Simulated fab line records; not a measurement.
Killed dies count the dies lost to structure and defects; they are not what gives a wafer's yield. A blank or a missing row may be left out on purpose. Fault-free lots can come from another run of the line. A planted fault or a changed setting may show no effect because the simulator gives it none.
2 desks, one fault ; flow n5_finfet ; only its own numbers are on each desk; what lay behind them is given at the end

FOR THE TOOL OWNER'S DESK: krf_scanner-02
The tool's own readings at N5_BEOL_M15_EXPOSE_07 (exposes mask V14): means of the sampled wafers that have a number, for each lot that ran on this tool. Marked OUT: a lot whose mean sits more than 4 standard deviations from the usual mean, which makes it out of limits; the brackets give that distance.
Columns: A = exposure_dose_mJ_cm2 at N5_BEOL_M15_EXPOSE_07, usual 41.34; B = stage_vel_mm_s at N5_BEOL_M15_EXPOSE_07, usual 500.02 mm/s
lot;first seen here;A;B
L163;day 11 12:02;41.42;500.15
L165;day 11 22:22;41.44;500.29
L176;day 14 21:24;40.20 (-8.8) OUT;500.11
This desk's verdict: out of limits on L176, starting with L176 at day 14 21:24 (exposure_dose_mJ_cm2 at N5_BEOL_M15_EXPOSE_07). L163, L165 stayed within limits.

FROM THE METROLOGY DESK
What the gauges read for every lot (on any tool): the sampled wafers with a number, averaged. Marked OUT: a lot whose mean sits more than 4 standard deviations from the usual mean, which makes it out of limits; the brackets give that distance.
Columns: A = trench_depth_nm at N5_BEOL_M14_OCD_MEAS_35, usual 555 nm; B = cd_nm at N5_BEOL_M15_CD_MEAS_10, usual 360.4 nm; C = cd_nm at N5_BEOL_M15_CD_MEAS_17, usual 361.2 nm
lot;first seen here;A;B;C
L164;day 11 09:28;549;361.0;363.0
L163;day 11 09:45;542;360.6;361.5
L165;day 11 16:28;545;361.0;362.4
L166;day 11 18:05;554;360.5;360.1
L169;day 12 12:23;546;361.1;361.3
L176;day 14 16:38;559;374.7 (+8.9) OUT;376.3 (+7.6) OUT
L177;day 15 06:03;544;359.0;359.4
L180;day 15 15:17;560;360.2;361.5
L182;day 16 04:35;562;361.8;361.9
L183;day 16 12:49;569;361.6;363.0
This desk's verdict: out of limits on L176, starting with L176 at day 14 21:34 (cd_nm at N5_BEOL_M15_CD_MEAS_10). L164, L163, L165, L166, L169, L177, L180, L182, L183 stayed within limits.

PUT TOGETHER
On L176, at day 14 21:24, an alarm was possible from the tool owner's desk.
On L176, the metrology desk was in a position to raise an alarm at day 14 21:34.
N5_BEOL_M15_EXPOSE_07 was run on krf_scanner-02 by each of the lots named.

WHAT HAD BEEN PUT IN BY THE SIMULATOR
Drift in process parameters on krf_scanner-02 at N5_BEOL_M15_EXPOSE_07, starting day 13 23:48. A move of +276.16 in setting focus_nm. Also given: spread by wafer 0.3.
Struck lots among those shown: L176.
Fault start to first reading out of limits, in hours, per desk: tool owner, 22; metrology, 22.
